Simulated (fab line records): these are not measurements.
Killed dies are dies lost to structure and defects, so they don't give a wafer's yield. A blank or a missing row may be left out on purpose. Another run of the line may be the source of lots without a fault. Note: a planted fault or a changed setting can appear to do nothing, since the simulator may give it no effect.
Check for tools in common ; flow nand harc ; 39 wafers sampled across 13 lots

## REASON IT WAS OPENED
On 3 of the 13 lots, a flag is raised at NHARC_END_SORT_01 on the reading killed at array. Wafers without a fault read 27, standard deviation 8.
Rule: a lot is flagged when every wafer of it that has a number lies more than 4 standard deviations from that mean, or none has a number. The rest of the lots are taken to be sound.

lot;measured;on;killed at array, wafer by wafer;flag
L765;day 19 09:50;prober-02;25 35 22;
L766;day 20 05:32;prober-02;33 35 28;
L767;day 20 14:07;prober-01;24 28 24;
L770;day 21 03:27;prober-02;25 21 25;
L774;day 21 13:59;prober-02;16 27 21;
L777;day 22 04:27;prober-01;669 674 671;FLAGGED
L778;day 22 07:11;prober-02;673 674 676;FLAGGED
L776;day 23 01:47;prober-01;672 675 670;FLAGGED
L780;day 23 09:38;prober-02;13 20 20;
L781;day 23 11:49;prober-01;40 30 38;
L783;day 23 22:02;prober-02;27 32 32;
L784;day 24 05:47;prober-02;32 25 28;
L782;day 24 05:50;prober-01;28 31 29;
The numbers of the flagged lots are 673 on average: +646 against the usual, or +81 standard deviations.

## TOOL THAT RAN EACH LOT
Before the reading, the record contains 2 process steps out of a 1159-step route. Read each cell as the tool, then ch plus the chambers that the sampled wafers visited, then the start.
lot;flag;NHARC_A_ZERO_WELL_RTA_16;NHARC_A_CHANNEL_HOLE_D1_DEP_01
L765;;rtp anneal-02 ch 0, day 6 13:36;pecvd-01 ch 1,2, day 8 03:04
L766;;rtp anneal-01 ch 0, day 7 01:07;pecvd-04 ch 0,1,2, day 8 15:10
L767;;rtp anneal-01 ch 0, day 7 08:46;pecvd-03 ch 0,1, day 8 19:38
L770;;rtp anneal-02 ch 0, day 8 04:42;pecvd-03 ch 0,1,2, day 9 21:08
L774;;rtp anneal-01 ch 0, day 8 17:24;pecvd-01 ch 0,2, day 10 05:35
L777;FLAGGED;rtp anneal-02 ch 0, day 9 19:34;pecvd-04 ch 0,1, day 11 06:55
L778;FLAGGED;rtp anneal-01 ch 0, day 9 19:34;pecvd-03 ch 0,1,2, day 11 06:52
L776;FLAGGED;rtp anneal-01 ch 0, day 9 18:34;pecvd-04 ch 0,1, day 11 07:13
L780;;rtp anneal-02 ch 0, day 10 11:50;pecvd-03 ch 1,2, day 11 22:42
L781;;rtp anneal-02 ch 0, day 10 18:01;pecvd-04 ch 0,1, day 12 05:38
L783;;rtp anneal-01 ch 0, day 11 03:14;pecvd-03 ch 0,1, day 12 14:49
L784;;rtp anneal-01 ch 0, day 11 06:07;pecvd-03 ch 0,2, day 12 18:11
L782;;rtp anneal-01 ch 0, day 11 02:29;pecvd-04 ch 0,1,2, day 12 14:40
What is done by these steps:
- NHARC_A_ZERO_WELL_RTA_16: time 10 s.
- NHARC_A_CHANNEL_HOLE_D1_DEP_01: deposits SiON, target thk 140 nm.
- NHARC_END_SORT_01

## FLAGGED AGAINST TOTAL, ONE TOOL AT A TIME (gauges that did the reading follow at the end)
step;tool;lots run;flagged;share of the flagged lots;sound lots run after its first flagged lot
NHARC_A_ZERO_WELL_RTA_16;rtp anneal-01;8;2;some;3 (L782,L783,L784)
NHARC_A_ZERO_WELL_RTA_16;rtp anneal-02;5;1;some;2 (L780,L781)
NHARC_A_CHANNEL_HOLE_D1_DEP_01;pecvd-01;2;0;none;-
NHARC_A_CHANNEL_HOLE_D1_DEP_01;pecvd-03;6;1;some;3 (L780,L783,L784)
NHARC_A_CHANNEL_HOLE_D1_DEP_01;pecvd-04;5;2;some;2 (L781,L782)
NHARC_END_SORT_01;prober-01;5;2;some;2 (L781,L782)
NHARC_END_SORT_01;prober-02;8;1;some;3 (L780,L783,L784)

## WHAT THE TABLE PERMITS
No row of the table ran every flagged lot.

## WHAT THE SIMULATOR HAD INSERTED
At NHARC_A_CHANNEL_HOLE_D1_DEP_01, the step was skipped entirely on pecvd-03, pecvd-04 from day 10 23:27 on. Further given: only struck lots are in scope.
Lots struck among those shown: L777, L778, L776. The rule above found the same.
